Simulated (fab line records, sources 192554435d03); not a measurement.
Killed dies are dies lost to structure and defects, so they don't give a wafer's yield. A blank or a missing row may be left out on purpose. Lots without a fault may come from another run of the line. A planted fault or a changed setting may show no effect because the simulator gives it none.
Chamber matching | flow n5_finfet | N5_SDB_CUT_ETCH_26 on rie_si-05: 4 sister chambers
The step etches Si in HBr/Cl2/O2, target depth 129.6 nm, bt time 20 s, time 51.8 s. 14 wafers are shown with their chamber, then 7 later ones without.

WAFERS WITH THEIR CHAMBER
wafer  | chamber | oes_product_au (a.u.) | O2_flow_sccm (sccm)
L076.1 | 1       | 1.008                 | 11.98
L076.2 | 3       | 0.995                 | 12.04
L076.6 | 0       | 1.002                 | 11.99
L083.1 | 1       | 0.999                 | 12.00
L083.2 | 2       | 1.012                 | 12.01
L083.3 | 0       | 0.999                 | 11.99
L084.1 | 3       | 0.997                 | 11.97
L084.2 | 1       | 1.005                 | 11.99
L084.3 | 2       | 1.012                 | 11.98
L084.4 | 0       | 0.984                 | 12.02
L084.5 | 1       | 0.996                 | 11.98
L084.6 | 2       | 1.022                 | 12.04
L085.1 | 1       | 1.007                 | 12.03
L085.2 | 2       | 1.022                 | 12.02

SIGNATURES (means of the wafers above)
reading        | chamber 0 | chamber 1 | chamber 2 | chamber 3 | scatter within a chamber
oes_product_au | 0.99500   | 1.00300   | 1.01700   | 0.99600   | 0.00631
O2_flow_sccm   | 12.0000   | 11.9960   | 12.0125   | 12.0050   | 0.0258
Rule: a wafer's distance from a chamber is the root of the sum, over the readings, of the square of ((its reading less the chamber's mean) divided by the reading's scatter). The wafer belongs to the nearest chamber; if the next one is less than 2 further off, it can't be placed. The scatter: the root of (the sum of the squares of (reading less its chamber's mean) over the shown wafers, divided by (wafers less chambers)).

WAFERS WITHOUT THEIR CHAMBER
wafer  | oes_product_au (a.u.) | O2_flow_sccm (sccm)
L085.6 | 0.992                 | 12.06
L093.1 | 1.013                 | 12.04
L093.4 | 0.994                 | 12.03
L093.5 | 1.020                 | 11.99
L097.1 | 0.994                 | 12.01
L097.2 | 0.995                 | 12.02
L097.5 | 1.013                 | 12.00

WHICH CHAMBER EACH WENT THROUGH
wafer  | from the rows above          | in truth
L085.6 | can't be placed: 3 or 0 or 1 | 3
L093.1 | can't be placed: 2 or 1 or 3 | 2
L093.4 | can't be placed: 3 or 0 or 1 | 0
L093.5 | can't be placed: 2 or 1      | 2
L097.1 | can't be placed: 3 or 0 or 1 | 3
L097.2 | can't be placed: 3 or 0 or 1 | 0
L097.5 | can't be placed: 2 or 1 or 3 | 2
Placed correctly: 0 of 7. Can't be placed from these rows: 7 (the true chamber is among the candidates in 7). Placed wrongly: 0.
